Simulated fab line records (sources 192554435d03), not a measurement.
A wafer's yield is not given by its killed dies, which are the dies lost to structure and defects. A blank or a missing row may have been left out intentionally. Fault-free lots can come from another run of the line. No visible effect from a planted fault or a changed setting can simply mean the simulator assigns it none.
Problem report, 8D (eight disciplines) form, completed by code	flow n5_finfet	the parts of the form that need people (team, actions taken, sign-off) are left out

1. WHAT IS WRONG
barrier_field_endpoint_s at N5_BEOL_M11_CMP_52 reads a mean of 25.0 s on 2 wafers of 2 lots; wafers without a fault read 29.1 s with a standard deviation of 0.68. Relative to the usual mean, that is a shift of -6.0 standard deviations.
The step: polishes, stops on SiCOH lowk, t overpolish 7 s, target thk 140 nm.
Earliest sighting: wafer L278.3 on cmp-02 at day 15 10:44. The record has a number at this step for 29 wafers belonging to 10 lots. Rule for "out", or "out of limits": more than 4 standard deviations from the usual mean. The other wafers with a number count as sound.

2. WHAT THIS IS AND IS NOT
question	is	is not
which readings at this step	barrier_field_endpoint_s	clearing_platen_down_force_psi, motor_current_A
which lots	L278, L280	L270, L271, L276, L283, L284, L288, L289, L293
which wafers of those lots	L278.3, L280.3	L278.1, L278.4, L280.1
read on which tools	cmp-02, cmp-04	cmp-01
when	from day 15 10:44	up to then (11 sound wafers); but 16 sound wafers of L280, L283, L284, L288, L289, L293 came after

3. THE SUSPECTS, EACH WITH WHAT RULES IT OUT
Counting: a tool at a process step up to the reading stays a suspect if it ran every lot that is out. Sound lots after the first of them don't rule it out here, since some wafers of a struck lot are sound.
- pecvd-04 at N5_BEOL_M11_PECVD_70 (deposits SiO2 from TEOS/O2, target thk 20 nm, time 22.7 s): kept. It processed each lot that is out (first: L278, day 15 01:26); up to then, its last sound lot is L276 (day 14 08:47).
- pvd_sputter-03 at N5_BEOL_M11_SURFACE_TREAT_76: kept. It processed each lot that is out (first: L278, day 15 08:26); up to then, its last sound lot is L271 (day 11 16:02).
The count leaves pvd_sputter-03 at N5_BEOL_M11_SURFACE_TREAT_76 and pecvd-04 at N5_BEOL_M11_PECVD_70.

4. THE CAUSE (what the simulator had put in)
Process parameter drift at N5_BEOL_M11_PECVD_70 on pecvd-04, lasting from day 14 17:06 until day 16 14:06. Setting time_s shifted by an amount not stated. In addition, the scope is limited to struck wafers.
After counting, 2 suspects remain, this tool included.

5. SEQUENCE OF EFFECTS, ordered by route
Each row: a reading where the mean over the struck wafers with a number is more than 3 standard deviations away from the usual. Only readings whose record carries a usual standard deviation are examined. hours: median over the lots of the time between each lot's start at the first step of this table that gives one and its start at this step. sigmas: the change, counted in usual standard deviations.
hours	step	reading	usual	on struck wafers	change	sigmas
0	N5_BEOL_M11_CMP_52	barrier_field_endpoint_s	29.1 s	25.0	-4.1	-6.0
Process steps it contains:
- N5_BEOL_M11_CMP_52: polishes, stops on SiCOH lowk, t overpolish 7 s, target thk 140 nm.

6. HOW IT WOULD HAVE BEEN CAUGHT EARLIER
In this record the first reading out of limits was taken at day 15 10:44, 18 hours after the fault began at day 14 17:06.
Tool readings at N5_BEOL_M11_PECVD_70 with a usual standard deviation given in the record: none out on any struck wafer, hence no alarm at a limit of 4 standard deviations on them.
Of the lots that are out (2), L280 began N5_BEOL_M11_PECVD_70 on pecvd-04 after day 15 10:44. It would have been spared by a hold on the tool at that moment.
